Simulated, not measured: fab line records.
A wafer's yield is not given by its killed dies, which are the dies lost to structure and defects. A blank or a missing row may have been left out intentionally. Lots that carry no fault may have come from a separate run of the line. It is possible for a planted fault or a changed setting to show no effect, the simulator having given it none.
Chamber matching | flow n5 finfet | 3 sister chambers for N5_BEOL_M14_ILD_DEP_00 on pecvd-04
The step deposits SiO2 from TEOS/O2, target thk 1119.3 nm, time 237.4 s. 6 wafers are shown with their chamber, then 9 later ones without.

## WAFERS PAIRED WITH THEIR CHAMBERS
wafer  | chamber | throttle valve pct (%) | showerhead plenum p Torr (Torr)
L083.5 | 0       | 19.5                   | 8.308
L084.3 | 2       | 19.5                   | 8.314
L084.6 | 0       | 19.2                   | 8.323
L085.2 | 1       | 18.7                   | 8.361
L085.4 | 1       | 18.4                   | 8.352
L085.5 | 2       | 19.2                   | 8.317

## WAFERS WITHOUT THEIR CHAMBER
wafer  | throttle valve pct (%) | showerhead plenum p Torr (Torr)
L089.1 | 19.9                   | 8.301
L089.2 | 18.5                   | 8.385
L089.3 | 19.2                   | 8.326
L087.3 | 19.2                   | 8.327
L087.5 | 19.4                   | 8.301
L087.6 | 19.3                   | 8.283
L090.1 | 19.4                   | 8.325
L090.3 | 18.5                   | 8.362
L090.5 | 19.2                   | 8.339

## WHICH CHAMBER EACH ONE RAN IN
wafer  | from the rows above          | in truth
L089.1 | can't be placed: 0 or 2      | 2
L089.2 | 1                            | 1
L089.3 | can't be placed: 0 or 2      | 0
L087.3 | can't be placed: 0 or 2      | 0
L087.5 | can't be placed: 0 or 2      | 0
L087.6 | can't be placed: 0 or 2      | 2
L090.1 | can't be placed: 0 or 2      | 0
L090.3 | 1                            | 1
L090.5 | can't be placed: 0 or 2 or 1 | 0
2 of 9 placed correctly. Can't be placed from these rows: 7 (the true chamber is among the candidates in 7). 0 placed wrongly.
How it was worked out, from the rows above alone: a wafer's distance from a chamber is the root of the sum, over the readings, of the square of ((its reading less the chamber's mean) divided by the reading's scatter). If the next closest chamber is less than 2 further off than the closest, the wafer can't be placed; otherwise it belongs to the closest. For every chamber, the mean is computed from those of its wafers that are shown. The scatter: the root of (the sum of the squares of (reading less its chamber's mean) over the shown wafers, divided by (wafers less chambers)).
